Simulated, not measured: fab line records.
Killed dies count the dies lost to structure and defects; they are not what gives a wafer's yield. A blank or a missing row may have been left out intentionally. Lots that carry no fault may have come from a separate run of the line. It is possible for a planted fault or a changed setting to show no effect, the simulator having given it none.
Matching of chambers / flow n5 finfet / N5_BEOL_M4_ALD_84 on ald metal-01 has 4 sister chambers
The step deposits TaN, pulse time 2 s, purge time 3 s, co reactant purge time 2 s. 18 wafers are shown with their chamber, then 9 later ones without.

== EACH WAFER AND ITS CHAMBER ==
wafer=L074.1; chamber=0; heater power w (W)=397
wafer=L074.4; chamber=3; heater power w (W)=399
wafer=L074.6; chamber=1; heater power w (W)=322
wafer=L078.1; chamber=1; heater power w (W)=319
wafer=L078.3; chamber=2; heater power w (W)=411
wafer=L078.5; chamber=2; heater power w (W)=407
wafer=L077.2; chamber=3; heater power w (W)=398
wafer=L077.3; chamber=1; heater power w (W)=312
wafer=L077.4; chamber=1; heater power w (W)=316
wafer=L081.1; chamber=3; heater power w (W)=397
wafer=L081.5; chamber=2; heater power w (W)=411
wafer=L081.6; chamber=1; heater power w (W)=319
wafer=L083.2; chamber=0; heater power w (W)=403
wafer=L083.4; chamber=2; heater power w (W)=403
wafer=L083.6; chamber=3; heater power w (W)=390
wafer=L082.1; chamber=1; heater power w (W)=317
wafer=L082.4; chamber=3; heater power w (W)=409
wafer=L082.6; chamber=1; heater power w (W)=317

SIGNATURES (means of the wafers above)
reading=heater power w; chamber 0=400.00; chamber 1=317.43; chamber 2=408.00; chamber 3=398.60; scatter within a chamber=4.67
Rule: a wafer's distance from a chamber is the root of the sum, over the readings, of the square of ((its reading less the chamber's mean) divided by the reading's scatter). If the next closest chamber is less than 2 further off than the closest, the wafer can't be placed; otherwise it belongs to the closest. The scatter: take each reading less its chamber's mean, square it, sum over the shown wafers, divide by the number of wafers less the number of chambers, and take the root.

== WAFERS WITH NO CHAMBER GIVEN ==
wafer=L085.2; heater power w (W)=394
wafer=L085.3; heater power w (W)=404
wafer=L085.6; heater power w (W)=395
wafer=L092.1; heater power w (W)=402
wafer=L092.2; heater power w (W)=393
wafer=L092.5; heater power w (W)=397
wafer=L093.1; heater power w (W)=410
wafer=L093.3; heater power w (W)=325
wafer=L093.4; heater power w (W)=394

== WHICH CHAMBER EACH WENT THROUGH ==
wafer=L085.2; from the rows above=can't be placed: 3 or 0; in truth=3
wafer=L085.3; from the rows above=can't be placed: 0 or 2 or 3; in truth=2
wafer=L085.6; from the rows above=can't be placed: 3 or 0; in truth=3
wafer=L092.1; from the rows above=can't be placed: 0 or 3 or 2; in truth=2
wafer=L092.2; from the rows above=can't be placed: 3 or 0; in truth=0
wafer=L092.5; from the rows above=can't be placed: 3 or 0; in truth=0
wafer=L093.1; from the rows above=can't be placed: 2 or 0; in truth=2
wafer=L093.3; from the rows above=1; in truth=1
wafer=L093.4; from the rows above=can't be placed: 3 or 0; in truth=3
1 of 9 placed correctly. Cannot be placed on the basis of these rows: 8; the candidates contain the true chamber in 8. 0 placed wrongly.
